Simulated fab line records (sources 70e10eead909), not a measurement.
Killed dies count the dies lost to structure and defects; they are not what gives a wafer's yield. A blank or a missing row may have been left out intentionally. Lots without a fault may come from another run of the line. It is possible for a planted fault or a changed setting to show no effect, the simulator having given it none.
Struck lot and sound lot, side by side | flow nand_harc | 13 out of 1302 route steps
Sound: these wafers, L182.3, L182.4, L182.6. The struck wafers were L176.3, L176.4, L176.5. Last of all comes the cause.
Each step with rows lists, per side, the tool, then ch with its chambers, then its first start. Under that, the readings that differ: sound wafers | struck wafers | difference of the means | sigmas: that difference in standard deviations of wafers without a fault.
alike: words and numbers the same on both sides, and readings whose means are apart by under 2 such deviations; not compared: readings that were withheld, readings missing a value for some wafer, numbers with overlapping values and no deviation given by the record, and bounds like >300 which may hide the same value.
Wherever a step has rows on one side only, a row that says differs or no value, or a row with sigmas, the two part there. Non-overlapping numbers with no deviation appear without sigmas and do not part them. A reading missing from all wafers of one side parts the sides only when that side holds two or more wafers.

NHARC_A_CONTACT_CVD_19: deposits W, target thk 300 nm, time 802 s.
  sound: cvd_w-01 ch 0,1; struck: cvd_w-02 ch 0,1
  alike: heater_power_outer_w, heater_power_w, throttle_valve_pct
NHARC_A_CONTACT_CMP_20: polishes, t overpolish 30 s, target thk 300 nm.
  sound on cmp-01 ch 0,1,3, day 29 09:28; struck on cmp-01 ch 0,1,3, day 27 03:38
  alike: motor_current_A, overpolish_run_s, time_to_endpoint_s
then, 1 step without rows for these wafers: NHARC_A_CONTACT_SRD_22.
NHARC_A_CONTACT_INSPECT_23:
  sound on defect_inspect-02, day 29 09:50; struck on defect_inspect-02, day 27 03:59
  alike: raw_defect_count
then, 7 steps without rows for these wafers: NHARC_A_BLC_DEHYDRATE_00 (time 120 s); NHARC_A_BLC_HMDS_01 (time 30 s); NHARC_A_BLC_COAT_02 (time 75 s); NHARC_A_BLC_COAT_03 (time 65 s); NHARC_A_BLC_COAT_04 (resist thk 90 nm); NHARC_A_BLC_SOFTBAKE_05 (time 55 s); NHARC_A_BLC_EBR_06.
NHARC_A_BLC_EXPOSE_07: exposes mask A BLC, target cd 100 nm.
  struck on arfi_scanner-03, day 27 04:14; sound on arfi_scanner-01 ch 0, day 29 10:13
  no value came back on the struck wafers for exposure_dose_mJ_cm2, focus_offset_nm (nm), stage_vel_mm_s (mm/s); on the sound wafers exposure_dose_mJ_cm2 reads 67.98 67.93 68.01
  alike: mask
then, 1 step without rows for these wafers: NHARC_A_BLC_PEB_08 (peb time 65 s).

== WHERE THEY PART ==
Only at NHARC_A_BLC_EXPOSE_07, as far as this record shows.

WHY: what the simulator had put in
Step skipped in full: arfi_scanner-03, at NHARC_A_BLC_EXPOSE_07, from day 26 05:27 onward. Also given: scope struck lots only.
